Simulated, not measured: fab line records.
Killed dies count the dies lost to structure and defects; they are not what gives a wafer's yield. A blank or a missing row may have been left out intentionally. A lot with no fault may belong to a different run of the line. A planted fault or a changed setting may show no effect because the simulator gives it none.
Which tool did it? || flow nandHarc || 24 lots, 72 wafers sampled, at 6 steps of a route of 1302

WHAT THE GAUGES READ, wafer by wafer
NHARC_P_M0_CD_MEAS_09: the cd target is 90 nm. Usual: 90.7 nm for cdNm, sd 0.64.
{"lot": "L074", "measured": "day 6 05:48", "on": "cdSem-03", "cdNm (nm)": "90.0 89.5 89.8", "flag": ""}
{"lot": "L075", "measured": "day 6 14:08", "on": "cdSem-03", "cdNm (nm)": "90.9 90.7 90.9", "flag": ""}
{"lot": "L076", "measured": "day 6 18:43", "on": "cdSem-03", "cdNm (nm)": "91.0 91.4 91.8", "flag": ""}
{"lot": "L077", "measured": "day 7 06:11", "on": "cdSem-02", "cdNm (nm)": "90.8 90.2 90.7", "flag": ""}
{"lot": "L078", "measured": "day 8 02:29", "on": "cdSem-02", "cdNm (nm)": "90.6 90.4 91.8", "flag": ""}
{"lot": "L079", "measured": "day 8 03:35", "on": "cdSem-01", "cdNm (nm)": "91.1 90.6 91.5", "flag": ""}
{"lot": "L080", "measured": "day 8 11:33", "on": "cdSem-02", "cdNm (nm)": "89.9 91.6 91.4", "flag": ""}
{"lot": "L081", "measured": "day 9 09:28", "on": "cdSem-01", "cdNm (nm)": "91.3 91.3 91.4", "flag": ""}
{"lot": "L082", "measured": "day 9 13:58", "on": "cdSem-02", "cdNm (nm)": "90.2 90.0 90.7", "flag": ""}
{"lot": "L083", "measured": "day 9 20:57", "on": "cdSem-02", "cdNm (nm)": "89.8 91.9 90.7", "flag": ""}
{"lot": "L084", "measured": "day 10 05:02", "on": "cdSem-03", "cdNm (nm)": "90.5 91.0 90.0", "flag": ""}
{"lot": "L085", "measured": "day 10 16:54", "on": "cdSem-03", "cdNm (nm)": "90.3 90.1 90.4", "flag": ""}
{"lot": "L086", "measured": "day 10 23:43", "on": "cdSem-03", "cdNm (nm)": "90.9 91.4 91.2", "flag": ""}
{"lot": "L089", "measured": "day 11 23:58", "on": "cdSem-02", "cdNm (nm)": "89.7 91.6 91.5", "flag": ""}
{"lot": "L088", "measured": "day 12 00:56", "on": "cdSem-03", "cdNm (nm)": "90.8 90.8 90.8", "flag": ""}
{"lot": "L087", "measured": "day 12 03:37", "on": "cdSem-03", "cdNm (nm)": "90.4 90.8 91.3", "flag": ""}
{"lot": "L090", "measured": "day 12 20:05", "on": "cdSem-02", "cdNm (nm)": "90.7 90.6 90.0", "flag": ""}
{"lot": "L091", "measured": "day 13 03:57", "on": "cdSem-03", "cdNm (nm)": "91.2 91.2 91.0", "flag": ""}
{"lot": "L092", "measured": "day 13 10:49", "on": "cdSem-01", "cdNm (nm)": "90.5 89.3 90.7", "flag": ""}
{"lot": "L093", "measured": "day 14 00:46", "on": "cdSem-03", "cdNm (nm)": "91.5 90.2 90.0", "flag": ""}
{"lot": "L095", "measured": "day 14 15:14", "on": "cdSem-02", "cdNm (nm)": "90.9 92.5 91.2", "flag": ""}
{"lot": "L094", "measured": "day 14 16:01", "on": "cdSem-02", "cdNm (nm)": "90.7 90.8 90.3", "flag": ""}
{"lot": "L096", "measured": "day 15 08:25", "on": "cdSem-01", "cdNm (nm)": "90.4 89.7 90.4", "flag": ""}
{"lot": "L097", "measured": "day 15 13:17", "on": "cdSem-02", "cdNm (nm)": "90.2 89.5 90.0", "flag": ""}

NHARC_P_M0_CD_MEAS_16. Usual: 90.7 nm for cdNm, sd 0.86.
{"lot": "L074", "measured": "day 6 06:17", "on": "cdSem-02", "cdNm (nm)": "89.6 89.9 90.2", "flag": ""}
{"lot": "L075", "measured": "day 6 14:38", "on": "cdSem-01", "cdNm (nm)": "91.3 91.3 91.2", "flag": ""}
{"lot": "L076", "measured": "day 6 19:15", "on": "cdSem-02", "cdNm (nm)": "89.9 91.1 92.5", "flag": ""}
{"lot": "L077", "measured": "day 7 06:40", "on": "cdSem-03", "cdNm (nm)": "90.5 90.1 91.1", "flag": ""}
{"lot": "L078", "measured": "day 8 03:02", "on": "cdSem-03", "cdNm (nm)": "89.9 91.6 91.5", "flag": ""}
{"lot": "L079", "measured": "day 8 04:04", "on": "cdSem-01", "cdNm (nm)": "91.4 90.3 91.4", "flag": ""}
{"lot": "L080", "measured": "day 8 12:03", "on": "cdSem-03", "cdNm (nm)": "89.5 92.7 91.5", "flag": ""}
{"lot": "L081", "measured": "day 9 09:58", "on": "cdSem-03", "cdNm (nm)": "91.0 91.6 90.7", "flag": ""}
{"lot": "L082", "measured": "day 9 14:27", "on": "cdSem-02", "cdNm (nm)": "90.1 89.2 91.1", "flag": ""}
{"lot": "L083", "measured": "day 9 21:26", "on": "cdSem-02", "cdNm (nm)": "90.6 91.4 90.5", "flag": ""}
{"lot": "L084", "measured": "day 10 05:31", "on": "cdSem-03", "cdNm (nm)": "90.7 91.0 90.1", "flag": ""}
{"lot": "L085", "measured": "day 10 17:23", "on": "cdSem-03", "cdNm (nm)": "90.1 89.0 89.7", "flag": ""}
{"lot": "L086", "measured": "day 11 00:12", "on": "cdSem-02", "cdNm (nm)": "91.0 92.2 90.6", "flag": ""}
{"lot": "L089", "measured": "day 12 00:27", "on": "cdSem-02", "cdNm (nm)": "90.0 91.7 91.9", "flag": ""}
{"lot": "L088", "measured": "day 12 01:25", "on": "cdSem-03", "cdNm (nm)": "90.4 90.7 90.0", "flag": ""}
{"lot": "L087", "measured": "day 12 04:10", "on": "cdSem-03", "cdNm (nm)": "90.2 90.9 89.5", "flag": ""}
{"lot": "L090", "measured": "day 12 20:35", "on": "cdSem-01", "cdNm (nm)": "90.3 91.6 89.6", "flag": ""}
{"lot": "L091", "measured": "day 13 04:27", "on": "cdSem-01", "cdNm (nm)": "90.7 91.5 89.2", "flag": ""}
{"lot": "L092", "measured": "day 13 11:20", "on": "cdSem-02", "cdNm (nm)": "90.9 89.7 90.9", "flag": ""}
{"lot": "L093", "measured": "day 14 01:17", "on": "cdSem-02", "cdNm (nm)": "90.7 89.4 91.0", "flag": ""}
{"lot": "L095", "measured": "day 14 15:43", "on": "cdSem-01", "cdNm (nm)": "90.8 94.1 91.2", "flag": ""}
{"lot": "L094", "measured": "day 14 16:30", "on": "cdSem-03", "cdNm (nm)": "91.3 91.6 92.2", "flag": ""}
{"lot": "L096", "measured": "day 15 08:54", "on": "cdSem-01", "cdNm (nm)": "90.9 91.2 90.9", "flag": ""}
{"lot": "L097", "measured": "day 15 13:47", "on": "cdSem-02", "cdNm (nm)": "89.3 90.5 88.9", "flag": ""}

WHAT TOOL EACH LOT RAN ON (gives the tool, then ch and the chambers of the sampled wafers, and finally the start)
{"lot": "L074", "NHARC_P_GATE_STRIP_76": "plasmaAsher-02 ch 0,1, day 5 19:56", "NHARC_P_CONTACT_CMP_01": "cmp-03 ch 0,1,3, day 6 00:57", "NHARC_P_CONTACT_DEGAS_38": "pvdSputter-02, day 6 03:24", "NHARC_P_M0_ETCH_15": "rieDiel-08 ch 0,1,2, day 6 06:17 or earlier"}
{"lot": "L075", "NHARC_P_GATE_STRIP_76": "plasmaAsher-02 ch 0,1, day 6 04:17", "NHARC_P_CONTACT_CMP_01": "cmp-03 ch 1,2,3, day 6 09:05", "NHARC_P_CONTACT_DEGAS_38": "pvdSputter-02, day 6 11:43", "NHARC_P_M0_ETCH_15": "rieDiel-08 ch 0,1,3, day 6 14:38 or earlier"}
{"lot": "L076", "NHARC_P_GATE_STRIP_76": "plasmaAsher-02 ch 0,1, day 6 09:01", "NHARC_P_CONTACT_CMP_01": "cmp-03 ch 0,3, day 6 13:52", "NHARC_P_CONTACT_DEGAS_38": "pvdSputter-01, day 6 16:20", "NHARC_P_M0_ETCH_15": "rieDiel-09 ch 0,3, day 6 19:15 or earlier"}
{"lot": "L077", "NHARC_P_GATE_STRIP_76": "plasmaAsher-01 ch 0,1, day 6 20:34", "NHARC_P_CONTACT_CMP_01": "cmp-03 ch 0,1,3, day 7 01:28", "NHARC_P_CONTACT_DEGAS_38": "pvdSputter-02, day 7 03:55", "NHARC_P_M0_ETCH_15": "rieDiel-08 ch 0,1,2, day 7 06:40 or earlier"}
{"lot": "L078", "NHARC_P_GATE_STRIP_76": "plasmaAsher-01 ch 0,1, day 7 16:54", "NHARC_P_CONTACT_CMP_01": "cmp-03 ch 0,1,3, day 7 21:41", "NHARC_P_CONTACT_DEGAS_38": "pvdSputter-03, day 8 00:07", "NHARC_P_M0_ETCH_15": "rieDiel-09 ch 1,2, day 8 03:02 or earlier"}
{"lot": "L079", "NHARC_P_GATE_STRIP_76": "plasmaAsher-01 ch 0,1, day 7 17:41", "NHARC_P_CONTACT_CMP_01": "cmp-04 ch 0,2,3, day 7 22:36", "NHARC_P_CONTACT_DEGAS_38": "pvdSputter-02, day 8 01:11", "NHARC_P_M0_ETCH_15": "rieDiel-08 ch 1,3, day 8 04:04 or earlier"}
{"lot": "L080", "NHARC_P_GATE_STRIP_76": "plasmaAsher-02 ch 0,1, day 8 01:40", "NHARC_P_CONTACT_CMP_01": "cmp-04 ch 1,2,3, day 8 06:26", "NHARC_P_CONTACT_DEGAS_38": "pvdSputter-01, day 8 09:02", "NHARC_P_M0_ETCH_15": "rieDiel-08 ch 0,1,2, day 8 12:03 or earlier"}
{"lot": "L081", "NHARC_P_GATE_STRIP_76": "plasmaAsher-02 ch 0,1, day 8 23:16", "NHARC_P_CONTACT_CMP_01": "cmp-01 ch 0,1,3, day 9 04:23", "NHARC_P_CONTACT_DEGAS_38": "pvdSputter-03, day 9 06:59", "NHARC_P_M0_ETCH_15": "rieDiel-13 ch 1,2,3, day 9 09:58 or earlier"}
{"lot": "L082", "NHARC_P_GATE_STRIP_76": "plasmaAsher-01 ch 0,1, day 9 04:11", "NHARC_P_CONTACT_CMP_01": "cmp-01 ch 0,1,2, day 9 09:01", "NHARC_P_CONTACT_DEGAS_38": "pvdSputter-01, day 9 11:35", "NHARC_P_M0_ETCH_15": "rieDiel-13 ch 0,2,3, day 9 14:27 or earlier"}
{"lot": "L083", "NHARC_P_GATE_STRIP_76": "plasmaAsher-02 ch 0, day 9 11:02", "NHARC_P_CONTACT_CMP_01": "cmp-04 ch 0,3, day 9 16:04", "NHARC_P_CONTACT_DEGAS_38": "pvdSputter-02, day 9 18:32", "NHARC_P_M0_ETCH_15": "rieDiel-09 ch 1,3, day 9 21:26 or earlier"}
{"lot": "L084", "NHARC_P_GATE_STRIP_76": "plasmaAsher-01 ch 0,1, day 9 19:10", "NHARC_P_CONTACT_CMP_01": "cmp-03 ch 1,2,3, day 10 00:05", "NHARC_P_CONTACT_DEGAS_38": "pvdSputter-01, day 10 02:36", "NHARC_P_M0_ETCH_15": "rieDiel-08 ch 0,2,3, day 10 05:31 or earlier"}
{"lot": "L085", "NHARC_P_GATE_STRIP_76": "plasmaAsher-02 ch 0,1, day 10 07:21", "NHARC_P_CONTACT_CMP_01": "cmp-01 ch 0,3, day 10 12:00", "NHARC_P_CONTACT_DEGAS_38": "pvdSputter-02, day 10 14:31", "NHARC_P_M0_ETCH_15": "rieDiel-08 ch 1,2, day 10 17:23 or earlier"}
{"lot": "L086", "NHARC_P_GATE_STRIP_76": "plasmaAsher-02 ch 0,1, day 10 13:43", "NHARC_P_CONTACT_CMP_01": "cmp-04 ch 0,2,3, day 10 18:38", "NHARC_P_CONTACT_DEGAS_38": "pvdSputter-03, day 10 21:20", "NHARC_P_M0_ETCH_15": "rieDiel-13 ch 0,1,3, day 11 00:12 or earlier"}
{"lot": "L089", "NHARC_P_GATE_STRIP_76": "plasmaAsher-01 ch 0,1, day 11 13:52", "NHARC_P_CONTACT_CMP_01": "cmp-01 ch 0,3, day 11 18:59", "NHARC_P_CONTACT_DEGAS_38": "pvdSputter-02, day 11 21:35", "NHARC_P_M0_ETCH_15": "rieDiel-08 ch 1,2, day 12 00:27 or earlier"}
{"lot": "L088", "NHARC_P_GATE_STRIP_76": "plasmaAsher-01 ch 0,1, day 11 14:32", "NHARC_P_CONTACT_CMP_01": "cmp-04 ch 1,2, day 11 20:05", "NHARC_P_CONTACT_DEGAS_38": "pvdSputter-03, day 11 22:33", "NHARC_P_M0_ETCH_15": "rieDiel-13 ch 0,2,3, day 12 01:25 or earlier"}
{"lot": "L087", "NHARC_P_GATE_STRIP_76": "plasmaAsher-01 ch 0,1, day 11 18:04", "NHARC_P_CONTACT_CMP_01": "cmp-04 ch 1,2, day 11 22:41", "NHARC_P_CONTACT_DEGAS_38": "pvdSputter-03, day 12 01:17", "NHARC_P_M0_ETCH_15": "rieDiel-13 ch 0,1,3, day 12 04:10 or earlier"}
{"lot": "L090", "NHARC_P_GATE_STRIP_76": "plasmaAsher-01 ch 0,1, day 12 10:22", "NHARC_P_CONTACT_CMP_01": "cmp-01 ch 0,1,2, day 12 15:02", "NHARC_P_CONTACT_DEGAS_38": "pvdSputter-02, day 12 17:35", "NHARC_P_M0_ETCH_15": "rieDiel-13 ch 0,1,3, day 12 20:35 or earlier"}
{"lot": "L091", "NHARC_P_GATE_STRIP_76": "plasmaAsher-02 ch 0,1, day 12 18:20", "NHARC_P_CONTACT_CMP_01": "cmp-04 ch 0,2,3, day 12 22:59", "NHARC_P_CONTACT_DEGAS_38": "pvdSputter-01, day 13 01:36", "NHARC_P_M0_ETCH_15": "rieDiel-08 ch 0,2,3, day 13 04:27 or earlier"}
{"lot": "L092", "NHARC_P_GATE_STRIP_76": "plasmaAsher-02 ch 0,1, day 13 00:47", "NHARC_P_CONTACT_CMP_01": "cmp-01 ch 0,1,3, day 13 05:58", "NHARC_P_CONTACT_DEGAS_38": "pvdSputter-03, day 13 08:26", "NHARC_P_M0_ETCH_15": "rieDiel-13 ch 0,2,3, day 13 11:20 or earlier"}
{"lot": "L093", "NHARC_P_GATE_STRIP_76": "plasmaAsher-02 ch 0,1, day 13 13:45", "NHARC_P_CONTACT_CMP_01": "cmp-03 ch 0,2,3, day 13 19:22", "NHARC_P_CONTACT_DEGAS_38": "pvdSputter-02, day 13 22:23", "NHARC_P_M0_ETCH_15": "rieDiel-08 ch 0,3, day 14 01:17 or earlier"}
{"lot": "L095", "NHARC_P_GATE_STRIP_76": "plasmaAsher-01 ch 0,1, day 14 05:30", "NHARC_P_CONTACT_CMP_01": "cmp-01 ch 0,2,3, day 14 10:14", "NHARC_P_CONTACT_DEGAS_38": "pvdSputter-03, day 14 12:51", "NHARC_P_M0_ETCH_15": "rieDiel-08 ch 0,1,3, day 14 15:43 or earlier"}
{"lot": "L094", "NHARC_P_GATE_STRIP_76": "plasmaAsher-02 ch 0,1, day 14 06:13", "NHARC_P_CONTACT_CMP_01": "cmp-01 ch 0,2,3, day 14 10:59", "NHARC_P_CONTACT_DEGAS_38": "pvdSputter-01, day 14 13:37", "NHARC_P_M0_ETCH_15": "rieDiel-08 ch 0,1,3, day 14 16:30 or earlier"}
{"lot": "L096", "NHARC_P_GATE_STRIP_76": "plasmaAsher-02 ch 0,1, day 14 22:44", "NHARC_P_CONTACT_CMP_01": "cmp-04 ch 0,1,2, day 15 03:33", "NHARC_P_CONTACT_DEGAS_38": "pvdSputter-01, day 15 06:09", "NHARC_P_M0_ETCH_15": "rieDiel-09 ch 1,2,3, day 15 08:54 or earlier"}
{"lot": "L097", "NHARC_P_GATE_STRIP_76": "plasmaAsher-01 ch 0,1, day 15 03:08", "NHARC_P_CONTACT_CMP_01": "cmp-04 ch 1,2,3, day 15 07:53", "NHARC_P_CONTACT_DEGAS_38": "pvdSputter-02, day 15 10:21", "NHARC_P_M0_ETCH_15": "rieDiel-08 ch 1,2,3, day 15 13:47 or earlier"}
- NHARC_P_GATE_STRIP_76: strips in O2.
- NHARC_P_CONTACT_CMP_01: polishes SiO2, target thk 200 nm.
- NHARC_P_CONTACT_DEGAS_38: time 60 s.
- NHARC_P_M0_ETCH_15: etches the open film in C4F8/Ar, target depth 150 nm, overetch 15 nm, time 82.5 s.

WHAT THE TOOLS THEMSELVES READ (means of the sampled wafers that have a number; where no wafer has one, the mark that the record gives instead)
NHARC_P_GATE_STRIP_76. Usual: drypumpMotorCurrentA 5.63 A, standard deviation 0.16; heaterPowerW 309 W, standard deviation 20.
{"lot": "L074", "tool": "plasmaAsher-02", "drypumpMotorCurrentA (A)": 5.75, "heaterPowerW (W)": 316, "flag": ""}
{"lot": "L075", "tool": "plasmaAsher-02", "drypumpMotorCurrentA (A)": 5.75, "heaterPowerW (W)": 311, "flag": ""}
{"lot": "L076", "tool": "plasmaAsher-02", "drypumpMotorCurrentA (A)": 5.74, "heaterPowerW (W)": 319, "flag": ""}
{"lot": "L077", "tool": "plasmaAsher-01", "drypumpMotorCurrentA (A)": 5.45, "heaterPowerW (W)": 304, "flag": ""}
{"lot": "L078", "tool": "plasmaAsher-01", "drypumpMotorCurrentA (A)": 5.44, "heaterPowerW (W)": 309, "flag": ""}
{"lot": "L079", "tool": "plasmaAsher-01", "drypumpMotorCurrentA (A)": 5.44, "heaterPowerW (W)": 307, "flag": ""}
{"lot": "L080", "tool": "plasmaAsher-02", "drypumpMotorCurrentA (A)": 5.72, "heaterPowerW (W)": 316, "flag": ""}
{"lot": "L081", "tool": "plasmaAsher-02", "drypumpMotorCurrentA (A)": 5.75, "heaterPowerW (W)": 318, "flag": ""}
{"lot": "L082", "tool": "plasmaAsher-01", "drypumpMotorCurrentA (A)": 5.47, "heaterPowerW (W)": 312, "flag": ""}
{"lot": "L083", "tool": "plasmaAsher-02", "drypumpMotorCurrentA (A)": 5.77, "heaterPowerW (W)": 333, "flag": ""}
{"lot": "L084", "tool": "plasmaAsher-01", "drypumpMotorCurrentA (A)": 5.57, "heaterPowerW (W)": 316, "flag": ""}
{"lot": "L085", "tool": "plasmaAsher-02", "drypumpMotorCurrentA (A)": 5.71, "heaterPowerW (W)": 295, "flag": ""}
{"lot": "L086", "tool": "plasmaAsher-02", "drypumpMotorCurrentA (A)": 5.72, "heaterPowerW (W)": 300, "flag": ""}
{"lot": "L089", "tool": "plasmaAsher-01", "drypumpMotorCurrentA (A)": 5.55, "heaterPowerW (W)": 318, "flag": ""}
{"lot": "L088", "tool": "plasmaAsher-01", "drypumpMotorCurrentA (A)": 5.44, "heaterPowerW (W)": 308, "flag": ""}
{"lot": "L087", "tool": "plasmaAsher-01", "drypumpMotorCurrentA (A)": 5.57, "heaterPowerW (W)": 313, "flag": ""}
{"lot": "L090", "tool": "plasmaAsher-01", "drypumpMotorCurrentA (A)": 5.45, "heaterPowerW (W)": 309, "flag": ""}
{"lot": "L091", "tool": "plasmaAsher-02", "drypumpMotorCurrentA (A)": 5.75, "heaterPowerW (W)": 325, "flag": ""}
{"lot": "L092", "tool": "plasmaAsher-02", "drypumpMotorCurrentA (A)": 5.77, "heaterPowerW (W)": 318, "flag": ""}
{"lot": "L093", "tool": "plasmaAsher-02", "drypumpMotorCurrentA (A)": 5.73, "heaterPowerW (W)": 316, "flag": ""}
{"lot": "L095", "tool": "plasmaAsher-01", "drypumpMotorCurrentA (A)": 5.57, "heaterPowerW (W)": 312, "flag": ""}
{"lot": "L094", "tool": "plasmaAsher-02", "drypumpMotorCurrentA (A)": 5.76, "heaterPowerW (W)": 320, "flag": ""}
{"lot": "L096", "tool": "plasmaAsher-02", "drypumpMotorCurrentA (A)": 5.75, "heaterPowerW (W)": 320, "flag": ""}
{"lot": "L097", "tool": "plasmaAsher-01", "drypumpMotorCurrentA (A)": 5.45, "heaterPowerW (W)": 312, "flag": ""}

NHARC_P_CONTACT_CMP_01. Usual: 11.9 A for motorCurrentA, sd 1.3.
{"lot": "L074", "tool": "cmp-03", "motorCurrentA (A)": 10.8, "flag": ""}
{"lot": "L075", "tool": "cmp-03", "motorCurrentA (A)": 11.5, "flag": ""}
{"lot": "L076", "tool": "cmp-03", "motorCurrentA (A)": 10.0, "flag": ""}
{"lot": "L077", "tool": "cmp-03", "motorCurrentA (A)": 11.0, "flag": ""}
{"lot": "L078", "tool": "cmp-03", "motorCurrentA (A)": 11.2, "flag": ""}
{"lot": "L079", "tool": "cmp-04", "motorCurrentA (A)": 11.1, "flag": ""}
{"lot": "L080", "tool": "cmp-04", "motorCurrentA (A)": 12.7, "flag": ""}
{"lot": "L081", "tool": "cmp-01", "motorCurrentA (A)": 11.9, "flag": ""}
{"lot": "L082", "tool": "cmp-01", "motorCurrentA (A)": 12.3, "flag": ""}
{"lot": "L083", "tool": "cmp-04", "motorCurrentA (A)": 11.0, "flag": ""}
{"lot": "L084", "tool": "cmp-03", "motorCurrentA (A)": 11.7, "flag": ""}
{"lot": "L085", "tool": "cmp-01", "motorCurrentA (A)": 12.5, "flag": ""}
{"lot": "L086", "tool": "cmp-04", "motorCurrentA (A)": 11.2, "flag": ""}
{"lot": "L089", "tool": "cmp-01", "motorCurrentA (A)": 12.7, "flag": ""}
{"lot": "L088", "tool": "cmp-04", "motorCurrentA (A)": 13.6, "flag": ""}
{"lot": "L087", "tool": "cmp-04", "motorCurrentA (A)": 13.3, "flag": ""}
{"lot": "L090", "tool": "cmp-01", "motorCurrentA (A)": 12.4, "flag": ""}
{"lot": "L091", "tool": "cmp-04", "motorCurrentA (A)": 11.2, "flag": ""}
{"lot": "L092", "tool": "cmp-01", "motorCurrentA (A)": 12.3, "flag": ""}
{"lot": "L093", "tool": "cmp-03", "motorCurrentA (A)": 11.2, "flag": ""}
{"lot": "L095", "tool": "cmp-01", "motorCurrentA (A)": 12.1, "flag": ""}
{"lot": "L094", "tool": "cmp-01", "motorCurrentA (A)": 12.5, "flag": ""}
{"lot": "L096", "tool": "cmp-04", "motorCurrentA (A)": 12.2, "flag": ""}
{"lot": "L097", "tool": "cmp-04", "motorCurrentA (A)": 12.4, "flag": ""}

NHARC_P_CONTACT_DEGAS_38. Usual: 457 W for heaterPowerW, sd 39.
{"lot": "L074", "tool": "pvdSputter-02", "heaterPowerW (W)": 479, "flag": ""}
{"lot": "L075", "tool": "pvdSputter-02", "heaterPowerW (W)": 449, "flag": ""}
{"lot": "L076", "tool": "pvdSputter-01", "heaterPowerW (W)": 446, "flag": ""}
{"lot": "L077", "tool": "pvdSputter-02", "heaterPowerW (W)": 477, "flag": ""}
{"lot": "L078", "tool": "pvdSputter-03", "heaterPowerW (W)": 415, "flag": ""}
{"lot": "L079", "tool": "pvdSputter-02", "heaterPowerW (W)": 459, "flag": ""}
{"lot": "L080", "tool": "pvdSputter-01", "heaterPowerW (W)": 437, "flag": ""}
{"lot": "L081", "tool": "pvdSputter-03", "heaterPowerW (W)": 437, "flag": ""}
{"lot": "L082", "tool": "pvdSputter-01", "heaterPowerW (W)": 436, "flag": ""}
{"lot": "L083", "tool": "pvdSputter-02", "heaterPowerW (W)": 505, "flag": ""}
{"lot": "L084", "tool": "pvdSputter-01", "heaterPowerW (W)": 427, "flag": ""}
{"lot": "L085", "tool": "pvdSputter-02", "heaterPowerW (W)": 466, "flag": ""}
{"lot": "L086", "tool": "pvdSputter-03", "heaterPowerW (W)": 467, "flag": ""}
{"lot": "L089", "tool": "pvdSputter-02", "heaterPowerW (W)": 452, "flag": ""}
{"lot": "L088", "tool": "pvdSputter-03", "heaterPowerW (W)": 431, "flag": ""}
{"lot": "L087", "tool": "pvdSputter-03", "heaterPowerW (W)": 465, "flag": ""}
{"lot": "L090", "tool": "pvdSputter-02", "heaterPowerW (W)": 432, "flag": ""}
{"lot": "L091", "tool": "pvdSputter-01", "heaterPowerW (W)": 459, "flag": ""}
{"lot": "L092", "tool": "pvdSputter-03", "heaterPowerW (W)": 455, "flag": ""}
{"lot": "L093", "tool": "pvdSputter-02", "heaterPowerW (W)": 502, "flag": ""}
{"lot": "L095", "tool": "pvdSputter-03", "heaterPowerW (W)": 455, "flag": ""}
{"lot": "L094", "tool": "pvdSputter-01", "heaterPowerW (W)": 442, "flag": ""}
{"lot": "L096", "tool": "pvdSputter-01", "heaterPowerW (W)": 444, "flag": ""}
{"lot": "L097", "tool": "pvdSputter-02", "heaterPowerW (W)": 480, "flag": ""}

NHARC_P_M0_ETCH_15. Usual: chamberPressureMTorr 25.000 mTorr, standard deviation 0.023; oesProductAu 0.964 a.u., standard deviation 0.019; rfVppV 441.6 V, standard deviation 2.1.
{"lot": "L074", "tool": "rieDiel-08", "chamberPressureMTorr (mTorr)": 25.028, "oesProductAu (a.u.)": 0.947, "rfVppV (V)": 440.8, "flag": ""}
{"lot": "L075", "tool": "rieDiel-08", "chamberPressureMTorr (mTorr)": 24.983, "oesProductAu (a.u.)": 0.967, "rfVppV (V)": 440.3, "flag": ""}
{"lot": "L076", "tool": "rieDiel-09", "chamberPressureMTorr (mTorr)": 24.998, "oesProductAu (a.u.)": 0.925, "rfVppV (V)": 440.6, "flag": ""}
{"lot": "L077", "tool": "rieDiel-08", "chamberPressureMTorr (mTorr)": 25.014, "oesProductAu (a.u.)": 0.976, "rfVppV (V)": 441.0, "flag": ""}
{"lot": "L078", "tool": "rieDiel-09", "chamberPressureMTorr (mTorr)": 25.009, "oesProductAu (a.u.)": 0.978, "rfVppV (V)": 441.7, "flag": ""}
{"lot": "L079", "tool": "rieDiel-08", "chamberPressureMTorr (mTorr)": 25.020, "oesProductAu (a.u.)": 0.952, "rfVppV (V)": 440.4, "flag": ""}
{"lot": "L080", "tool": "rieDiel-08", "chamberPressureMTorr (mTorr)": 24.976, "oesProductAu (a.u.)": 0.974, "rfVppV (V)": 441.3, "flag": ""}
{"lot": "L081", "tool": "rieDiel-13", "chamberPressureMTorr (mTorr)": 24.995, "oesProductAu (a.u.)": 0.964, "rfVppV (V)": 442.2, "flag": ""}
{"lot": "L082", "tool": "rieDiel-13", "chamberPressureMTorr (mTorr)": 24.999, "oesProductAu (a.u.)": 0.966, "rfVppV (V)": 442.9, "flag": ""}
{"lot": "L083", "tool": "rieDiel-09", "chamberPressureMTorr (mTorr)": 25.004, "oesProductAu (a.u.)": 0.974, "rfVppV (V)": 442.7, "flag": ""}
{"lot": "L084", "tool": "rieDiel-08", "chamberPressureMTorr (mTorr)": 25.004, "oesProductAu (a.u.)": 0.970, "rfVppV (V)": 442.7, "flag": ""}
{"lot": "L085", "tool": "rieDiel-08", "chamberPressureMTorr (mTorr)": 24.999, "oesProductAu (a.u.)": 0.960, "rfVppV (V)": 440.2, "flag": ""}
{"lot": "L086", "tool": "rieDiel-13", "chamberPressureMTorr (mTorr)": 24.982, "oesProductAu (a.u.)": 0.974, "rfVppV (V)": 442.1, "flag": ""}
{"lot": "L089", "tool": "rieDiel-08", "chamberPressureMTorr (mTorr)": 24.993, "oesProductAu (a.u.)": 0.973, "rfVppV (V)": 441.3, "flag": ""}
{"lot": "L088", "tool": "rieDiel-13", "chamberPressureMTorr (mTorr)": 24.995, "oesProductAu (a.u.)": 0.970, "rfVppV (V)": 441.9, "flag": ""}
{"lot": "L087", "tool": "rieDiel-13", "chamberPressureMTorr (mTorr)": 25.017, "oesProductAu (a.u.)": 0.968, "rfVppV (V)": 442.2, "flag": ""}
{"lot": "L090", "tool": "rieDiel-13", "chamberPressureMTorr (mTorr)": 24.984, "oesProductAu (a.u.)": 0.928, "rfVppV (V)": 442.5, "flag": ""}
{"lot": "L091", "tool": "rieDiel-08", "chamberPressureMTorr (mTorr)": 25.017, "oesProductAu (a.u.)": 0.964, "rfVppV (V)": 442.4, "flag": ""}
{"lot": "L092", "tool": "rieDiel-13", "chamberPressureMTorr (mTorr)": 25.018, "oesProductAu (a.u.)": 0.920, "rfVppV (V)": 441.8, "flag": ""}
{"lot": "L093", "tool": "rieDiel-08", "chamberPressureMTorr (mTorr)": 24.995, "oesProductAu (a.u.)": 0.967, "rfVppV (V)": 441.2, "flag": ""}
{"lot": "L095", "tool": "rieDiel-08", "chamberPressureMTorr (mTorr)": 24.994, "oesProductAu (a.u.)": 0.981, "rfVppV (V)": 440.3, "flag": ""}
{"lot": "L094", "tool": "rieDiel-08", "chamberPressureMTorr (mTorr)": 24.992, "oesProductAu (a.u.)": 0.979, "rfVppV (V)": 441.0, "flag": ""}
{"lot": "L096", "tool": "rieDiel-09", "chamberPressureMTorr (mTorr)": 25.012, "oesProductAu (a.u.)": 0.972, "rfVppV (V)": 441.4, "flag": ""}
{"lot": "L097", "tool": "rieDiel-08", "chamberPressureMTorr (mTorr)": 25.007, "oesProductAu (a.u.)": 0.974, "rfVppV (V)": 441.9, "flag": ""}

THE ANSWER, worked out from the rows above alone
Rule: a lot is off if the mean of its wafers that have a number lies more than 3 standard deviations from the usual mean. Also off: a lot with no number at a reading for which 4 or more lots have one. All remaining lots with rows at the step are treated as sound. Order of review: gauges by route order, followed by the tools' own readings, for which a lot's mean as printed above is used. At the first step where some lot is off, the reading lying furthest off is the one used; lots without a number count as furthest.
No lot is off on any of the readings shown, so nothing can be concluded from this.

WHAT THE SIMULATOR PUT IN
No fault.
